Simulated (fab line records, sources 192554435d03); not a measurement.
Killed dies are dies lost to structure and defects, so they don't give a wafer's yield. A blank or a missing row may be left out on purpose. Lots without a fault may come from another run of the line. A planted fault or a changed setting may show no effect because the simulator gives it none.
fab line records | flow n5_finfet
record lots=10 wafers=29 last_day=18
route steps=1938 shown DUMMY_REMOVAL@382 BEOL_M4@1095 BEOL_M5@1113 PASSIVATION@1936
lots that met no fault: from a run of the same line without faults
start_h: hours from the record's first day to the start of the lot's first wafer shown | wait_h: hours since the lot's step before | " the same as in the row above | L1.1+2: a row that stands for several wafers | - no value, or no start given | * or withheld: withheld | < > ~ a bound
route shown NAME@n: a module of which the file shows steps, and the number in the route of the first | usual: mean/standard deviation of fault-free wafers | same: alike in all rows | chamber/n: place in a boat | sites: the reading at each site | _std_site: their standard deviation | _edge_site: outer sites' mean less inner sites' | radius_mm: how far each site lies from the wafer's centre | mask NAME#n: copy n | behind: the tool/chamber that last shaped the wafer | hold: why the lot was held/for how many hours/how that ended | device: the transistor (n, p or np) that didn't switch | end of line: the same wafers' tests at the end of the route | a step without rows: its recipe alone | killed: dies lost to structure and defects at the first sort, not the wafer's yield | map: a wafer's dies, x killed, . not, _ none there
set.NAME: the setting as run; set.NAME@STEP: as run at that earlier step | model.NAME: the simulator's own value behind a step, which no gauge read
steps of the route over a sample of lots; a table a step, a row a wafer
services: from which hour (start_h, from the record's first day; less than 0 if before it) a tool's chamber was out of use, for how many hours, and why
## steps
# step N5_DUMMY_REMOVAL_PRECLEAN_08
# recipe chemistry=NF3:NH3 afs_cycles=2 temp_c=30 time_s=20 sublimation_temp_c=180 sublimation_time_s=60 pressure_torr=3 rf_power_w=30
# columns lot.wafer tool chamber start_h wait_h
L192.4+5+6 remote_plasma-02 1 75.92 0.1
L194.2+4+6 remote_plasma-02 1 86.67 0.1
L197.1+4+6 remote_plasma-02 1 109.97 0.0
L201.2+4+5 remote_plasma-02 1 130.02 0.1
L199.2+4+6 remote_plasma-02 0 132.13 0.1
L200.1+4+6 remote_plasma-02 1 135.66 0.0
L204.4+5+6 remote_plasma-02 0 144.37 0.1
L209.1+5 remote_plasma-02 1 173.99 0.0
L214.1+3+5 remote_plasma-01 0 207.71 0.0
L215.2+3+4 remote_plasma-01 1 216.14 0.1
# step N5_BEOL_M4_ANNEAL_91
# recipe temp_c=400 time_s=240 ambient=vacuum
# usual heater_power_w=809/81
# columns lot.wafer tool chamber start_h wait_h heater_power_w
L192.4 pvd_sputter-01 - 165.28 0.0 772
L192.5 " - " " 964
L192.6 " - " " 750
L194.2 pvd_sputter-01 - 180.02 0.0 942
L194.4 " - " " 765
L194.6 " - " " 756
L197.1 pvd_sputter-02 - 210.40 0.0 861
L197.4 " - " " 749
L197.6 " - " " 750
L199.2 pvd_sputter-01 - 229.13 0.0 760
L199.4 " - " " 782
L199.6 " - " " 816
L201.2 pvd_sputter-03 - 233.47 0.0 874
L201.4 " - " " 741
L201.5 " - " " 935
L200.1 pvd_sputter-02 - 246.41 0.0 748
L200.4 " - " " 807
L200.6 " - " " 726
L204.4 pvd_sputter-03 - 256.67 0.0 747
L204.5 " - " " 927
L204.6 " - " " 761
L209.1 pvd_sputter-02 - 281.92 0.0 789
L209.5 " - " " 848
L214.1 pvd_sputter-01 - 294.04 0.0 793
L214.3 " - " " 771
L214.5 " - " " 975
L215.2 pvd_sputter-02 - 326.70 0.0 750
L215.3 " - " " 808
L215.4 " - " " 873
# step N5_BEOL_M4_RC_MEAS_101
# usual DIBL_N=36.1/1.6 DIBL_P=36.6/1.9 EOT_N=10.54/0.081 EOT_P=10.51/0.088 IGATE_N=0.0122/0.0016 IGATE_P=0.0037/0.00048 IOFF_N=0.160/0.026 IOFF_N_85C=3.1/0.42 IOFF_N_LIN=0.075/0.0097 IOFF_P=0.210/0.028 IOFF_P_85C=3.7/0.42 IOFF_P_LIN=0.100/0.011 ION_N=677/10 ION_P=464/6.9 SS_N=71.4/0.56 SS_P=73.3/0.61 VT_N=249.1/2.6 VT_N_LVT=97.6/2.8 VT_P=-250/3.3 VT_P_LVT=-98.3/2.6
# columns lot.wafer tool chamber start_h wait_h DIBL_N[mV/V] DIBL_P[mV/V] EOT_N EOT_P IGATE_N[nA/um] IGATE_P[nA/um] IOFF_N[nA/um] IOFF_N_85C[nA/um] IOFF_N_LIN[nA/um] IOFF_P[nA/um] IOFF_P_85C[nA/um] IOFF_P_LIN[nA/um] ION_N[uA/um] ION_P[uA/um] SS_N[mV/dec] SS_P[mV/dec] VT_N[mV] VT_N_LVT[mV] VT_P[mV] VT_P_LVT[mV]
L192.4 prober-01 0 167.43 0.5 36.5 35.3 10.53 10.41 0.0132 0.0040 0.142 2.8 0.067 0.179 3.2 0.087 670 466 71.4 73.5 250.7 100.4 -255 -102.7
L192.5 " 0 " " 38.0 38.2 10.59 10.47 0.0119 0.0036 0.173 3.3 0.080 0.216 3.8 0.099 682 468 71.7 74.4 249.5 98.3 -250 -100.9
L192.6 " 0 " " 36.2 35.1 10.50 10.48 0.0130 0.0039 0.145 2.8 0.068 0.173 3.2 0.087 679 460 71.7 73.0 250.8 101.0 -255 -103.3
L194.2 prober-01 0 181.88 0.2 36.4 38.0 10.57 10.47 0.0135 0.0040 0.166 3.2 0.080 0.235 4.0 0.112 695 483 71.1 73.5 247.1 94.7 -245 -92.4
L194.4 " 0 " " 34.7 36.5 10.74 10.55 0.0104 0.0031 0.136 2.7 0.067 0.211 3.7 0.104 672 472 71.5 72.5 252.0 98.6 -249 -94.5
L194.6 " 0 " " 35.3 36.5 10.62 10.54 0.0108 0.0032 0.143 2.8 0.071 0.214 3.7 0.106 683 473 71.5 73.6 250.8 96.9 -247 -93.3
L197.1 prober-02 0 212.09 0.0 36.4 37.0 10.46 10.30 0.0150 0.0046 0.143 2.9 0.069 0.221 3.8 0.105 673 474 71.0 73.9 252.4 101.6 -248 -98.3
L197.4 " 0 " " 36.0 36.6 10.58 10.60 0.0111 0.0033 0.149 2.9 0.070 0.216 3.7 0.102 683 469 70.9 72.8 248.6 100.9 -252 -99.6
L197.6 " 0 " " 35.3 35.7 10.48 10.45 0.0128 0.0039 0.133 2.7 0.066 0.206 3.5 0.098 667 469 70.8 72.8 250.6 101.6 -251 -99.8
L199.2 prober-02 0 231.25 0.5 36.6 36.8 10.57 10.65 0.0106 0.0032 0.179 3.4 0.082 0.247 4.2 0.116 688 478 71.8 73.4 246.2 97.9 -246 -95.9
L199.4 " 0 " " 36.2 37.2 10.66 10.65 0.0092 0.0028 0.175 3.3 0.081 0.250 4.3 0.116 684 467 71.8 74.1 246.8 96.8 -247 -95.2
L199.6 " 0 " " 36.5 36.4 10.45 10.47 0.0126 0.0039 0.178 3.4 0.082 0.242 4.2 0.116 692 470 71.5 73.8 245.6 96.6 -246 -96.0
L201.2 prober-01 0 235.68 0.2 37.0 36.2 10.52 10.49 0.0124 0.0038 0.134 2.7 0.063 0.190 3.3 0.092 681 463 71.4 73.1 250.9 101.8 -253 -101.5
L201.4 " 0 " " 37.7 36.5 10.58 10.51 0.0123 0.0038 0.139 2.7 0.064 0.178 3.2 0.087 664 456 71.0 72.9 251.3 102.3 -252 -102.6
L201.5 " 0 " " 36.6 34.9 10.66 10.61 0.0115 0.0035 0.134 2.6 0.062 0.172 3.1 0.087 663 460 70.8 73.1 252.4 101.7 -254 -103.1
L200.1 prober-01 0 248.10 0.0 33.8 35.6 10.67 10.56 0.0117 0.0037 0.144 2.8 0.066 0.198 3.5 0.098 680 462 70.4 72.0 250.6 99.1 -247 -97.8
L200.4 " 0 " " 36.5 38.3 10.56 10.49 0.0114 0.0035 0.198 3.7 0.085 0.240 4.1 0.112 682 465 71.9 73.4 247.1 95.2 -248 -95.2
L200.6 " 0 " " 33.9 35.4 10.56 10.48 0.0122 0.0038 0.141 2.8 0.066 0.193 3.4 0.096 673 463 71.2 72.9 251.9 100.6 -249 -97.7
L204.4 prober-02 0 258.82 0.5 37.9 37.7 10.47 10.40 0.0119 0.0036 0.183 3.5 0.081 0.200 3.5 0.090 669 446 72.2 74.2 247.5 94.5 -254 -100.2
L204.5 " 0 " " 49.4 51.8 14.84 14.79 0.0001 0.0000 0.530 8.5 0.240 0.581 8.6 0.253 636 429 73.5 76.9 234.4 80.5 -239 -85.2
L204.6 " 0 " " 35.5 34.0 10.60 10.49 0.0109 0.0032 0.139 2.8 0.066 0.154 2.8 0.075 666 448 70.5 72.4 249.5 95.4 -258 -101.9
L209.1 prober-01 0 284.15 0.0 47.9 51.0 14.93 14.82 0.0001 0.0000 0.496 8.1 0.225 0.536 8.1 0.246 635 427 74.7 76.1 239.5 83.3 -239 -88.2
L209.5 " 0 " " 49.1 53.5 14.93 14.97 0.0001 0.0000 0.562 9.1 0.251 0.660 9.7 0.290 637 434 74.8 76.4 236.1 81.3 -238 -84.9
L214.1 prober-02 0 295.72 0.0 35.4 33.3 10.45 10.40 0.0154 0.0047 0.125 2.6 0.060 0.197 3.5 0.095 661 459 71.2 73.2 252.5 103.6 -250 -101.0
L214.3 " 0 " " 34.4 33.6 10.36 10.38 0.0150 0.0046 0.127 2.5 0.063 0.199 3.6 0.098 671 469 70.7 73.0 251.0 102.6 -249 -100.9
L214.5 " 0 " " 36.7 35.4 10.45 10.36 0.0123 0.0038 0.148 2.9 0.070 0.233 4.0 0.108 662 463 71.7 73.4 249.6 101.4 -249 -99.1
L215.2 prober-02 0 328.55 0.2 35.3 35.8 10.62 10.47 0.0119 0.0036 0.152 3.0 0.074 0.208 3.7 0.103 679 467 72.3 73.2 248.8 97.1 -248 -95.5
L215.3 " 0 " " 34.2 35.1 10.53 10.41 0.0135 0.0041 0.135 2.7 0.068 0.202 3.6 0.099 671 462 71.0 72.5 247.0 98.1 -249 -94.1
L215.4 " 0 " " 36.9 38.2 10.59 10.62 0.0096 0.0029 0.194 3.7 0.090 0.246 4.2 0.115 687 473 71.9 73.0 243.7 94.2 -244 -94.2
# step N5_BEOL_M5_CURE_79
# recipe temp_c=385 time_s=240 ambient=He/Ar material=SiCOH_lowk
# usual lamp_power_pct=52.31/0.057 wafer_temp_C_max=386.7/0.58
# columns lot.wafer tool chamber start_h wait_h lamp_power_pct wafer_temp_C_max
L192.4 uv_cure-02 1 168.46 0.5 52.30 386.1
L192.5 " 1 " " 52.33 385.6
L192.6 " 1 " " 52.31 386.2
L194.2 uv_cure-01 1 182.83 0.1 52.35 387.4
L194.4 " 1 " " 52.29 387.1
L194.6 " 1 " " 52.36 387.2
L197.1 uv_cure-02 1 213.12 0.0 52.40 386.3
L197.4 " 1 " " 52.36 386.2
L197.6 " 1 " " 52.30 386.7
L199.2 uv_cure-03 0 232.20 0.1 52.24 387.1
L199.4 " 0 " " 52.30 386.7
L199.6 " 0 " " 52.33 386.5
L201.2 uv_cure-02 2 236.62 0.1 52.26 386.6
L201.4 " 2 " " 52.41 386.8
L201.5 " 2 " " 52.37 387.2
L200.1 uv_cure-03 0 249.12 0.0 52.34 386.7
L200.4 " 0 " " 52.22 386.3
L200.6 " 0 " " 52.35 386.3
L204.4 uv_cure-01 2 259.64 0.3 52.29 386.3
L204.5 " 2 " " 52.30 386.4
L204.6 " 2 " " 52.24 385.9
L209.1 uv_cure-03 2 285.30 0.2 52.30 386.6
L209.5 " 2 " " 52.32 386.6
L214.1 uv_cure-01 2 296.76 0.1 52.39 386.0
L214.3 " 2 " " 52.39 386.2
L214.5 " 2 " " 52.22 386.6
L215.2 uv_cure-02 2 329.51 0.1 52.25 386.7
L215.3 " 2 " " 52.36 386.5
L215.4 " 2 " " 52.29 386.3
# step N5_BEOL_M5_THK_MEAS_01
# recipe reads=SiCOH_lowk_of_BEOL_M5_ILD_DEP_00
# usual M5_ILD_THK=120.5/1.5
# columns lot.wafer tool chamber start_h wait_h M5_ILD_THK[nm]
L192.4 film_metro-01 - 168.98 0.4 119.6
L192.5 " - " " 122.4
L192.6 " - " " 123.1
L194.2 film_metro-01 - 183.26 0.4 120.6
L194.4 " - " " 122.2
L194.6 " - " " 121.0
L197.1 film_metro-02 - 213.63 0.4 119.5
L197.4 " - " " 120.8
L197.6 " - " " 121.0
L199.2 film_metro-01 - 232.63 0.4 119.8
L199.4 " - " " 121.6
L199.6 " - " " 122.1
L201.2 film_metro-01 - 237.07 0.4 120.0
L201.4 " - " " 122.7
L201.5 " - " " 121.5
L200.1 film_metro-01 - 249.63 0.4 119.4
L200.4 " - " " 122.0
L200.6 " - " " 121.7
L204.4 film_metro-02 - 259.91 0.2 118.4
L204.5 " - " " 121.1
L204.6 " - " " 122.2
L209.1 film_metro-02 - 285.81 0.4 120.0
L209.5 " - " " 121.3
L214.1 film_metro-02 - 297.28 0.4 120.2
L214.3 " - " " 121.1
L214.5 " - " " 122.1
L215.2 film_metro-02 - 329.94 0.4 118.4
L215.3 " - " " 117.4
L215.4 " - " " 118.4
# step N5_PASSIVATION_PROBE_49
# usual defect_limited_yield=91.3/1.5 killed_at_M0_to_M3=34/10 killed_at_M4_up=13/4.9 killed_at_contacts=13/6.1 killed_at_front_end=39/13 killed_at_other=4.1/2.7 killed_dies=103/18 killed_open=68/13 killed_short=32/7.6 sort_bin_4_leakage=0/0 sort_bin_5_function=5.2/1 sort_bin_6_memory=3.2/0.75 sort_bin_8_speed=0/0 sort_n_pass=1077/18 sort_yield_pct=91.3/1.5
# same gross_dies=1180 killed_at_back_side=0
# columns lot.wafer tool chamber start_h wait_h defect_limited_yield[%] killed_at_M0_to_M3 killed_at_M4_up killed_at_contacts killed_at_front_end killed_at_other killed_dies killed_open killed_short sort_bin_4_leakage[%] sort_bin_5_function[%] sort_bin_6_memory[%] sort_bin_8_speed[%] sort_n_pass sort_yield_pct[%]
L192.4 prober-02 - 264.17 0.2 90.9 28 20 14 42 3 107 71 33 0 5.3 3.6 0 1073 90.9
L192.5 prober-02 - 264.22 0.2 91.4 17 15 12 55 3 102 56 39 0 5.3 2.9 0 1078 91.4
L192.6 prober-02 - 264.27 0.3 94.3 26 11 9 19 2 67 52 14 0 3.4 2.1 0 1113 94.3
L194.2 prober-01 - 271.81 0.1 90.2 32 14 8 61 1 116 83 30 0 6.8 2.8 0 1064 90.2
L194.4 prober-01 - 271.91 0.2 89.5 30 8 14 65 7 124 86 34 0 5.8 4.5 0 1056 89.5
L194.6 prober-01 - 272.01 0.3 90.3 28 18 19 47 2 114 69 39 0 5.2 3.6 0 1066 90.3
L197.1 prober-02 - 314.27 0.0 89.4 46 13 11 49 6 125 82 38 0 6.8 3.5 0 1055 89.4
L197.4 prober-02 - 314.42 0.2 90.7 21 20 11 58 0 110 65 40 0 4.7 4.1 0 1070 90.7
L197.6 prober-02 - 314.52 0.3 91.5 35 14 16 35 0 100 67 29 0 4.4 3.7 0 1080 91.5
L201.2 prober-01 - 334.97 0.1 90.3 45 14 9 42 5 115 71 37 0 5.6 3.9 0 1065 90.3
L201.4 prober-01 - 335.07 0.2 89.4 44 13 14 45 9 125 68 52 0 5.2 4.7 0 1055 89.4
L201.5 prober-01 - 335.12 0.2 92.6 41 16 5 22 3 87 57 28 0 4.1 3.1 0 1093 92.6
L199.2 prober-01 - 339.58 0.1 89.2 19 10 21 73 5 128 90 35 0 6.5 3.9 0 1052 89.2
L199.4 prober-01 - 339.68 0.2 89.8 17 11 27 64 1 120 86 33 0 6.2 3.7 0 1060 89.8
L199.6 prober-01 - 339.78 0.3 86.7 29 9 28 88 3 157 109 47 0 7.3 5.6 0 1023 86.7
L200.1 prober-01 - 353.49 0.0 93.2 31 10 8 28 3 80 50 28 0 4.4 2.2 0 1100 93.2
L200.4 prober-01 - 353.64 0.2 92.0 37 11 4 36 6 94 59 29 0 4.2 3.6 0 1086 92.0
L200.6 prober-01 - 353.74 0.3 91.8 36 8 13 36 4 97 64 30 0 5.5 2.4 0 1083 91.8
L204.4 prober-01 - 360.74 0.9 92.0 29 9 26 29 1 94 69 23 0 4.4 3.2 0 1086 92.0
L204.5 prober-01 - 360.79 0.9 88.8 49 9 36 36 2 132 93 38 70.34 6.9 4.0 1.44 201 17.0
L204.6 prober-01 - 360.84 1.0 89.2 43 12 29 42 2 128 85 42 0 6.3 4.2 0 1052 89.2
L209.1 prober-01 - 385.05 0.0 88.4 35 8 21 68 5 137 100 35 60.85 7.1 4.1 5.76 257 21.8
L209.5 prober-01 - 385.25 0.2 91.1 48 11 7 38 1 105 72 32 83.90 5.8 2.9 0 85 7.2
L214.1 prober-01 - 398.97 0.0 91.4 32 6 18 38 7 101 63 35 0 5.3 2.7 0 1079 91.4
L214.3 prober-01 - 399.07 0.1 93.0 29 15 4 27 8 83 64 19 0 3.6 3.2 0 1097 93.0
L214.5 prober-01 - 399.17 0.2 90.8 23 11 10 55 10 109 66 41 0 6.2 2.7 0 1071 90.8
L215.2 prober-02 - 434.12 0.1 91.9 33 22 9 27 4 95 71 22 0 4.9 2.9 0 1085 91.9
L215.3 prober-02 - 434.17 0.1 92.3 30 16 12 30 3 91 64 23 0 5.3 2.2 0 1089 92.3
L215.4 prober-02 - 434.22 0.2 90.3 48 14 10 32 11 115 74 39 0 6.1 3.3 0 1065 90.3
# killed by level:class
L192.4 BEOL_M4:geometric_particle:open=11 FIN_SAQP:geometric_particle:short=10 STI_FIN_REVEAL:geometric_particle:open=10 MOL_CONTACT_COAG:geometric_particle:open=8 BEOL_M1:geometric_particle:open=7 BEOL_M3:geometric_particle:open=7 MOL_CONTACT_COAG:geometric_particle:short=6 BEOL_M0_SAQP:geometric_particle:open=5
L192.5 STI_FIN_REVEAL:geometric_particle:open=10 FIN_SAQP:geometric_particle:short=8 MOL_CONTACT_COAG:geometric_particle:open=8 STI_FIN_REVEAL:geometric_particle:short=7 BEOL_M4:geometric_particle:open=6 FIN_SAQP:geometric_particle:open=5 BEOL_M0_SAQP:geometric_particle:open=4 GATE_CUT:geometric_particle:short=4
L192.6 BEOL_M3:geometric_particle:open=10 MOL_CONTACT_COAG:geometric_particle:open=8 FIN_SAQP:geometric_particle:open=6 BEOL_M0_SAQP:geometric_particle:open=6 STI_FIN_REVEAL:geometric_particle:open=3 BEOL_M2:geometric_particle:open=3 BEOL_M4:geometric_particle:open=3 BEOL_M0_SAQP:geometric_particle:short=2
L194.2 STI_FIN_REVEAL:geometric_particle:open=20 FIN_SAQP:geometric_particle:open=16 FIN_SAQP:geometric_particle:short=10 BEOL_M2:geometric_particle:open=9 MOL_CONTACT_COAG:geometric_particle:open=7 BEOL_M4:geometric_particle:open=7 BEOL_M0_SAQP:geometric_particle:short=5 BEOL_M3:geometric_particle:open=4
L194.4 STI_FIN_REVEAL:geometric_particle:open=26 FIN_SAQP:geometric_particle:open=13 MOL_CONTACT_COAG:geometric_particle:open=12 FIN_SAQP:geometric_particle:short=11 BEOL_M2:geometric_particle:open=8 BEOL_M0_SAQP:geometric_particle:open=7 BEOL_M0_SAQP:geometric_particle:short=5 BEOL_M3:geometric_particle:open=5
L194.6 FIN_SAQP:geometric_particle:short=13 MOL_CONTACT_COAG:geometric_particle:open=13 BEOL_M2:geometric_particle:open=11 STI_FIN_REVEAL:geometric_particle:open=9 BEOL_M4:geometric_particle:open=7 FIN_SAQP:geometric_particle:open=5 MOL_CONTACT_COAG:geometric_particle:short=5 HKMG_FIN:area_etch=5
L197.1 BEOL_M0_SAQP:geometric_particle:short=13 BEOL_M1:geometric_particle:open=11 STI_FIN_REVEAL:geometric_particle:open=11 FIN_SAQP:geometric_particle:open=9 MOL_CONTACT_COAG:geometric_particle:open=8 BEOL_M0_SAQP:geometric_particle:open=8 GATE_CUT:geometric_particle:short=6 BEOL_M3:geometric_particle:open=6
L197.4 STI_FIN_REVEAL:geometric_particle:open=14 GATE_CUT:geometric_particle:short=10 MOL_CONTACT_COAG:geometric_particle:open=9 FIN_SAQP:geometric_particle:short=8 FIN_SAQP:geometric_particle:open=8 BEOL_M3:geometric_particle:open=6 BEOL_M4:geometric_particle:open=5 STI_FIN_REVEAL:geometric_particle:short=4
L197.6 BEOL_M0_SAQP:geometric_particle:short=13 MOL_CONTACT_COAG:geometric_particle:open=11 BEOL_M0_SAQP:geometric_particle:open=9 FIN_SAQP:geometric_particle:open=8 STI_FIN_REVEAL:geometric_particle:open=6 FIN_SAQP:geometric_particle:short=5 DUMMY_GATE:geometric_particle:open=5 BEOL_M1:geometric_particle:open=5
L201.2 BEOL_M0_SAQP:geometric_particle:short=11 BEOL_M1:geometric_particle:open=9 BEOL_M2:geometric_particle:open=8 STARTING-WAFER:geometric_particle:open=6 STI_FIN_REVEAL:geometric_particle:open=5 MOL_CONTACT_COAG:geometric_particle:open=5 FIN_SAQP:geometric_particle:open=4 DUMMY_GATE:geometric_particle:open=4
L201.4 BEOL_M0_SAQP:geometric_particle:short=18 FIN_SAQP:geometric_particle:short=17 MOL_CONTACT_COAG:geometric_particle:open=11 FIN_SAQP:geometric_particle:open=7 BEOL_M0_SAQP:geometric_particle:open=7 STARTING-WAFER:geometric_particle:short=6 BEOL_M4:geometric_particle:open=6 BEOL_M1:geometric_particle:open=5
L201.5 BEOL_M1:geometric_particle:open=10 BEOL_M0_SAQP:geometric_particle:open=8 FIN_SAQP:geometric_particle:short=6 BEOL_M4:geometric_particle:open=6 FIN_SAQP:geometric_particle:open=5 MOL_CONTACT_COAG:geometric_particle:open=5 BEOL_M0_SAQP:geometric_particle:short=5 BEOL_M2:geometric_particle:open=5
L199.2 STI_FIN_REVEAL:geometric_particle:open=36 MOL_CONTACT_COAG:geometric_particle:open=18 FIN_SAQP:geometric_particle:open=10 STI_FIN_REVEAL:geometric_particle:short=8 BEOL_M0_SAQP:geometric_particle:open=5 BEOL_M1:geometric_particle:open=4 BEOL_M4:geometric_particle:open=4 STARTING-WAFER:geometric_particle:short=4
L199.4 STI_FIN_REVEAL:geometric_particle:open=30 MOL_CONTACT_COAG:geometric_particle:open=20 MOL_CONTACT_COAG:geometric_particle:short=7 FIN_SAQP:geometric_particle:open=6 GATE_CUT:geometric_particle:short=6 BEOL_M0_SAQP:geometric_particle:short=5 BEOL_M0_SAQP:geometric_particle:open=5 FIN_SAQP:geometric_particle:short=4
L199.6 STI_FIN_REVEAL:geometric_particle:open=27 MOL_CONTACT_COAG:geometric_particle:open=17 FIN_SAQP:geometric_particle:open=12 STI_FIN_REVEAL:geometric_particle:short=12 MOL_CONTACT_COAG:geometric_particle:short=11 FIN_SAQP:geometric_particle:short=8 GATE_CUT:geometric_particle:open=8 BEOL_M1:geometric_particle:open=7
L200.1 MOL_CONTACT_COAG:geometric_particle:open=7 BEOL_M2:geometric_particle:open=7 BEOL_M3:geometric_particle:open=7 STI_FIN_REVEAL:geometric_particle:open=6 STI_FIN_REVEAL:geometric_particle:short=5 DUMMY_GATE:geometric_particle:open=5 FIN_SAQP:geometric_particle:short=4 BEOL_M0_SAQP:geometric_particle:short=3
L200.4 BEOL_M0_SAQP:geometric_particle:open=12 STI_FIN_REVEAL:geometric_particle:open=11 BEOL_M0_SAQP:geometric_particle:short=7 GATE_CUT:geometric_particle:short=5 BEOL_M2:geometric_particle:open=5 BEOL_M3:geometric_particle:open=5 BEOL_M1:geometric_particle:open=4 FIN_SAQP:geometric_particle:open=3
L200.6 MOL_CONTACT_COAG:geometric_particle:open=11 FIN_SAQP:geometric_particle:open=10 BEOL_M0_SAQP:geometric_particle:short=10 BEOL_M0_SAQP:geometric_particle:open=9 STI_FIN_REVEAL:geometric_particle:open=8 BEOL_M2:geometric_particle:open=6 DUMMY_GATE:geometric_particle:open=5 BEOL_M3:geometric_particle:open=5
L204.4 MOL_CONTACT_COAG:geometric_particle:open=22 BEOL_M2:geometric_particle:open=10 BEOL_M3:geometric_particle:open=9 FIN_SAQP:geometric_particle:short=6 DUMMY_GATE:geometric_particle:open=6 FIN_SAQP:geometric_particle:open=4 MOL_CONTACT_COAG:geometric_particle:short=4 BEOL_M1:geometric_particle:open=4
L204.5 MOL_CONTACT_COAG:geometric_particle:open=29 FIN_SAQP:geometric_particle:open=10 BEOL_M0_SAQP:geometric_particle:short=10 STI_FIN_REVEAL:geometric_particle:open=8 BEOL_M3:geometric_particle:open=8 MOL_CONTACT_COAG:geometric_particle:short=7 BEOL_M0_SAQP:geometric_particle:open=7 FIN_SAQP:geometric_particle:short=6
L204.6 MOL_CONTACT_COAG:geometric_particle:open=22 FIN_SAQP:geometric_particle:open=17 FIN_SAQP:geometric_particle:short=12 BEOL_M3:geometric_particle:open=11 BEOL_M0_SAQP:geometric_particle:short=8 MOL_CONTACT_COAG:geometric_particle:short=7 BEOL_M0_SAQP:geometric_particle:open=7 BEOL_M2:geometric_particle:open=6
L209.1 STI_FIN_REVEAL:geometric_particle:open=26 MOL_CONTACT_COAG:geometric_particle:open=20 FIN_SAQP:geometric_particle:open=9 STI_FIN_REVEAL:geometric_particle:short=7 FIN_SAQP:geometric_particle:short=6 BEOL_M1:geometric_particle:open=6 BEOL_M0_SAQP:geometric_particle:open=6 DUMMY_GATE:geometric_particle:open=5
L209.5 BEOL_M0_SAQP:geometric_particle:open=18 FIN_SAQP:geometric_particle:open=8 BEOL_M0_SAQP:geometric_particle:short=8 BEOL_M1:geometric_particle:open=8 FIN_SAQP:geometric_particle:short=7 STI_FIN_REVEAL:geometric_particle:open=7 MOL_CONTACT_COAG:geometric_particle:open=5 BEOL_M2:geometric_particle:open=5
L214.1 MOL_CONTACT_COAG:geometric_particle:open=12 BEOL_M2:geometric_particle:open=9 BEOL_M3:geometric_particle:open=7 BEOL_M0_SAQP:geometric_particle:short=6 BEOL_M1:geometric_particle:open=6 FIN_SAQP:geometric_particle:open=5 STI_FIN_REVEAL:geometric_particle:open=5 DUMMY_GATE:geometric_particle:open=5
L214.3 BEOL_M1:geometric_particle:open=9 BEOL_M4:geometric_particle:open=8 FIN_SAQP:geometric_particle:open=7 STI_FIN_REVEAL:geometric_particle:open=5 BEOL_M3:geometric_particle:open=5 BEOL_M2:geometric_particle:open=4 DUMMY_GATE:geometric_particle:open=3 MOL_CONTACT_COAG:geometric_particle:open=3
L214.5 STI_FIN_REVEAL:geometric_particle:open=16 FIN_SAQP:geometric_particle:short=11 FIN_SAQP:geometric_particle:open=10 GATE_CUT:geometric_particle:short=7 MOL_CONTACT_COAG:geometric_particle:open=7 BEOL_M0_SAQP:geometric_particle:open=6 BEOL_M2:geometric_particle:open=5 BEOL_M4:geometric_particle:open=5
L215.2 BEOL_M4:geometric_particle:open=13 BEOL_M0_SAQP:geometric_particle:open=8 BEOL_M1:geometric_particle:open=8 DUMMY_GATE:geometric_particle:open=7 MOL_CONTACT_COAG:geometric_particle:open=7 BEOL_M2:geometric_particle:short=5 FIN_SAQP:geometric_particle:short=4 STI_FIN_REVEAL:geometric_particle:open=4
L215.3 MOL_CONTACT_COAG:geometric_particle:open=11 BEOL_M1:geometric_particle:open=10 FIN_SAQP:geometric_particle:short=6 STI_FIN_REVEAL:geometric_particle:open=5 DUMMY_GATE:geometric_particle:open=5 BEOL_M2:geometric_particle:open=5 BEOL_M3:geometric_particle:open=4 BEOL_M4:geometric_particle:open=4
L215.4 BEOL_M1:geometric_particle:open=11 BEOL_M0_SAQP:geometric_particle:open=10 MOL_CONTACT_COAG:geometric_particle:open=9 BEOL_M3:geometric_particle:open=7 FIN_SAQP:geometric_particle:short=6 FIN_SAQP:geometric_particle:open=5 BEOL_M1:geometric_particle:short=5 STARTING-WAFER:geometric_particle:open=5
## services
# columns tool chamber start_h hours kind
remote_plasma-02 - 73.31 0.8 repair
uv_cure-02 - 101.25 1.1 repair
remote_plasma-02 - 102.90 1.7 repair
uv_cure-02 - 106.86 0.5 repair
uv_cure-01 - 118.45 0.8 repair
uv_cure-01 - 136.60 0.3 repair
remote_plasma-01 - 142.75 1.6 repair
uv_cure-02 - 147.07 2.8 pm
uv_cure-03 - 150.05 2.8 pm
uv_cure-02 - 156.40 2.1 pm
pvd_sputter-03 - 160.97 3.8 repair
uv_cure-01 - 175.53 1.0 pm
pvd_sputter-01 - 196.31 1.0 repair
uv_cure-02 - 261.14 1.0 pm
uv_cure-03 - 287.07 5.5 repair
pvd_sputter-01 - 302.73 1.0 repair
uv_cure-03 - 310.81 2.1 pm
pvd_sputter-02 - 321.35 3.9 repair
## key
first_sign step=N5_BEOL_M4_RC_MEAS_101 reading=EOT_N direction=up sigmas=54 usual=10.54 struck=14.90
effect step=N5_BEOL_M4_RC_MEAS_101 reading=EOT_P direction=up sigmas=50 usual=10.51 struck=14.86
effect step=N5_BEOL_M4_RC_MEAS_101 reading=IOFF_N_LIN direction=up sigmas=17 usual=0.075 struck=0.239
effect step=N5_BEOL_M4_RC_MEAS_101 reading=IOFF_N direction=up sigmas=14 usual=0.160 struck=0.529
effect step=N5_BEOL_M4_RC_MEAS_101 reading=IOFF_P_LIN direction=up sigmas=14 usual=0.100 struck=0.263
effect step=N5_BEOL_M4_RC_MEAS_101 reading=IOFF_P direction=up sigmas=14 usual=0.210 struck=0.592
effect step=N5_BEOL_M4_RC_MEAS_101 reading=IOFF_N_85C direction=up sigmas=13 usual=3.1 struck=8.5
effect step=N5_BEOL_M4_RC_MEAS_101 reading=IOFF_P_85C direction=up sigmas=12 usual=3.7 struck=8.8
effect step=N5_BEOL_M4_RC_MEAS_101 reading=DIBL_P direction=up sigmas=8.2 usual=36.6 struck=52.1
effect step=N5_BEOL_M4_RC_MEAS_101 reading=DIBL_N direction=up sigmas=8 usual=36.1 struck=48.8
effect step=N5_BEOL_M4_RC_MEAS_101 reading=IGATE_N direction=down sigmas=7.8 usual=0.0122 struck=0.0001
effect step=N5_BEOL_M4_RC_MEAS_101 reading=IGATE_P direction=down sigmas=7.6 usual=0.0037 struck=0.0000
effect step=N5_PASSIVATION_PROBE_49 reading=sort_bin_4_leakage direction=up sigmas=99+ usual=0 struck=71.69
met_at N5_DUMMY_REMOVAL_PRECLEAN_08
struck_lots L204,L209
struck_wafers L204.5,L209.1,L209.5
not_acting_at N5_BEOL_M4_ANNEAL_91,N5_BEOL_M5_CURE_79,N5_BEOL_M5_THK_MEAS_01
onset_between 135.66 144.37
fault kind=process_parameter_drift tool=remote_plasma-02 chamber=- onset_h=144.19 steps=N5_DUMMY_REMOVAL_PRECLEAN_08 channel=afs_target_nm offset=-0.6 shape=step end_h=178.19 scope=struck_wafers_only acts_in=these_recipes_only stated=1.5
